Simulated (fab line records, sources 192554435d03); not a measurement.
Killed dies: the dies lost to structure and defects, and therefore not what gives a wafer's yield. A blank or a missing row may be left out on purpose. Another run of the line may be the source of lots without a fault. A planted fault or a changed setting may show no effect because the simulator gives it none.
Which tool did it? | flow n5 finfet | 11 lots, 29 wafers sampled, at 2 steps of a route of 1938

## WHAT THE GAUGES SHOWED, per wafer
N5_BEOL_M14_OCD_MEAS_35.
lot  | measured     | on     | trench depth nm (nm)
L978 | day 11 17:37 | ocd-02 | 574 551
L979 | day 11 04:41 | ocd-01 | 563 565 560
L983 | day 12 16:30 | ocd-02 | 1 0 0
L984 | day 12 12:10 | ocd-01 | 0 0 0
L985 | day 12 19:40 | ocd-02 | 0 0 0
L991 | day 14 10:39 | ocd-02 | 552 555 559
L992 | day 14 16:48 | ocd-01 | 558 599 544
L996 | day 16 06:46 | ocd-02 | 547 591
L999 | day 16 21:37 | ocd-02 | 567 564
L100 | day 17 03:39 | ocd-01 | 550 550
L101 | day 17 06:40 | ocd-01 | 559 549 550

## WHICH TOOL RAN EACH LOT (tool, then ch and the chambers of the sampled wafers, then the start)
lot  | N5_BEOL_M14_TRENCH_ETCH_34
L978 | rie diel-06 ch 0,2, day 11 17:28
L979 | rie diel-02 ch 0,1,3, day 11 04:31
L983 | rie diel-02 ch 0,3, day 12 16:20
L984 | rie diel-02 ch 0,1,2, day 12 12:01
L985 | rie diel-02 ch 1,2, day 12 19:31
L991 | rie diel-02 ch 0,1,3, day 14 10:29
L992 | rie diel-06 ch 0,1,3, day 14 16:39
L996 | rie diel-06 ch 0,3, day 16 06:36
L999 | rie diel-02 ch 1, day 16 21:28
L100 | rie diel-02 ch 0,3, day 17 03:29
L101 | rie diel-06 ch 0,1, day 17 06:31
- N5_BEOL_M14_TRENCH_ETCH_34: etches SiO2 in C4F8/O2/Ar, target depth 556.65 nm, time 126.9 s.

## THE ANSWER, worked out from the rows above alone
Rule: the usual values come from the lots themselves. The widest of any qualifying gaps counts: lots, ordered by their means at a reading, are off when they make up no more than a third of the lots, leave a main group of 4 or more, and stand apart from it by 3 or more times the standard deviation of that group's means. A main group is skipped when, at the precision printed for the reading in the tables above, its means are all equal. Also off: a lot with no number at a reading for which 4 or more lots have one. Where the step has rows for the other lots, those lots are counted as sound.
Off at N5_BEOL_M14_OCD_MEAS_35 (trench depth nm): L983, L984, L985. The main group has a mean of 561 nm with a standard deviation of 6.6.
If a tool, at a process step before that reading, ran all the lots that are off and no sound lot after the first of them, it fits. Those tools and the gauges at N5_BEOL_M14_OCD_MEAS_35 are tried in the same way. Of those tried, none fits.

## WHAT THE SIMULATOR PUT IN
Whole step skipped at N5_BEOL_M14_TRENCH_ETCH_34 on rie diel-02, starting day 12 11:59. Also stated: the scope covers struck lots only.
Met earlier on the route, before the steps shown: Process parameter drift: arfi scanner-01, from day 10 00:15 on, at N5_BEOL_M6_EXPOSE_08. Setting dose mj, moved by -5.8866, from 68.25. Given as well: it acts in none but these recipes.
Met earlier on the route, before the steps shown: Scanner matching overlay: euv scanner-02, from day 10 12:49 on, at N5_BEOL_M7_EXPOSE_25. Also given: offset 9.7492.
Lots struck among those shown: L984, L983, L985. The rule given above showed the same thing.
